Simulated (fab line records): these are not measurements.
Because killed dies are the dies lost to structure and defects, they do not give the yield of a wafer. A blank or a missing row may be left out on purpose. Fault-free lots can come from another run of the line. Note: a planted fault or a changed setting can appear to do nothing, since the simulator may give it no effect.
Matching of chambers ; flow nandHarc ; pecvd-03 running NHARC_A_CONTACT_DEP_85: 3 sister chambers
The step deposits SiON, target thk 60 nm. 3 wafers are shown with their chamber, then 10 later ones without.

WAFERS PAIRED WITH THEIR CHAMBERS
wafer;chamber;heaterPowerW (W)
L091.6;0;706
L094.4;1;758
L094.5;2;571

WAFERS WHOSE CHAMBER IS MISSING
wafer;heaterPowerW (W)
L094.6;712
L096.1;579
L096.2;713
L096.3;665
L095.1;680
L095.2;638
L095.5;730
L097.2;664
L097.3;599
L097.5;679

EACH ONE'S CHAMBER
wafer;from the rows above;in truth
L094.6;can't be placed: 0 or 1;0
L096.1;2;2
L096.2;can't be placed: 0 or 1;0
L096.3;can't be placed: 0 or 1 or 2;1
L095.1;can't be placed: 0 or 1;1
L095.2;can't be placed: 2 or 0 or 1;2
L095.5;can't be placed: 0 or 1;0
L097.2;can't be placed: 0 or 2 or 1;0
L097.3;2;2
L097.5;can't be placed: 0 or 1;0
Placed correctly: 2 of 10. From these rows, 8 cannot be placed; in 8 the true chamber is one of the candidates. 0 placed wrongly.
How it was worked out, from the rows above alone: a wafer's distance from a chamber is the root of the sum, over the readings, of the square of ((its reading less the chamber's mean) divided by the reading's scatter). If the next closest chamber is less than 2 further off than the closest, the wafer can't be placed; otherwise it belongs to the closest. The mean given for a chamber averages the wafers shown for that chamber. The scatter (one wafer shown for each chamber): square how far every hidden wafer sits from the nearest shown wafer, average those squares and take the square root.
